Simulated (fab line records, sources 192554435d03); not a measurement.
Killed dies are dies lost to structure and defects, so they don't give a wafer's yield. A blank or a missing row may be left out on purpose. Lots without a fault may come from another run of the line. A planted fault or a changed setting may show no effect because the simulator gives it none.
Chamber matching | flow n5_finfet | N5_BEOL_M11_DEP_56 on pecvd-04: 3 sister chambers
The step deposits SiCN from 3MS/NH3, target thk 30 nm, time 10.5 s. 18 wafers are shown with their chamber, then 9 later ones without.

WAFERS WITH THEIR CHAMBER
wafer  | chamber | throttle_valve_pct (%) | showerhead_plenum_p_Torr (Torr)
L074.1 | 1       | 18.8                   | 4.123
L074.2 | 0       | 19.0                   | 4.167
L074.6 | 0       | 18.9                   | 4.174
L076.1 | 0       | 18.6                   | 4.162
L076.2 | 2       | 16.6                   | 4.179
L076.4 | 0       | 18.6                   | 4.170
L078.3 | 0       | 18.8                   | 4.158
L078.5 | 1       | 18.7                   | 4.136
L078.6 | 0       | 18.9                   | 4.175
L077.2 | 0       | 18.6                   | 4.171
L077.5 | 2       | 17.1                   | 4.172
L077.6 | 1       | 18.7                   | 4.135
L080.3 | 1       | 18.7                   | 4.146
L080.5 | 2       | 16.9                   | 4.177
L080.6 | 0       | 18.7                   | 4.163
L083.2 | 1       | 18.6                   | 4.135
L083.5 | 2       | 17.3                   | 4.180
L083.6 | 1       | 18.9                   | 4.133

SIGNATURES (means of the wafers above)
reading                  | chamber 0 | chamber 1 | chamber 2 | scatter within a chamber
throttle_valve_pct       | 18.762    | 18.733    | 16.975    | 0.182
showerhead_plenum_p_Torr | 4.16750   | 4.13467   | 4.17700   | 0.00614
Rule: a wafer's distance from a chamber is the root of the sum, over the readings, of the square of ((its reading less the chamber's mean) divided by the reading's scatter). The wafer belongs to the nearest chamber; if the next one is less than 2 further off, it can't be placed. The scatter: the root of (the sum of the squares of (reading less its chamber's mean) over the shown wafers, divided by (wafers less chambers)).

WAFERS WITHOUT THEIR CHAMBER
wafer  | throttle_valve_pct (%) | showerhead_plenum_p_Torr (Torr)
L086.1 | 17.2                   | 4.184
L086.2 | 18.9                   | 4.133
L086.3 | 18.8                   | 4.171
L093.1 | 17.4                   | 4.184
L093.3 | 18.6                   | 4.141
L093.6 | 17.1                   | 4.180
L094.2 | 17.5                   | 4.173
L094.3 | 19.0                   | 4.167
L094.5 | 18.9                   | 4.163

WHICH CHAMBER EACH WENT THROUGH
wafer  | from the rows above | in truth
L086.1 | 2                   | 2
L086.2 | 1                   | 1
L086.3 | 0                   | 0
L093.1 | 2                   | 2
L093.3 | 1                   | 1
L093.6 | 2                   | 2
L094.2 | 2                   | 2
L094.3 | 0                   | 0
L094.5 | 0                   | 0
Placed correctly: 9 of 9. Can't be placed from these rows: 0. Placed wrongly: 0.
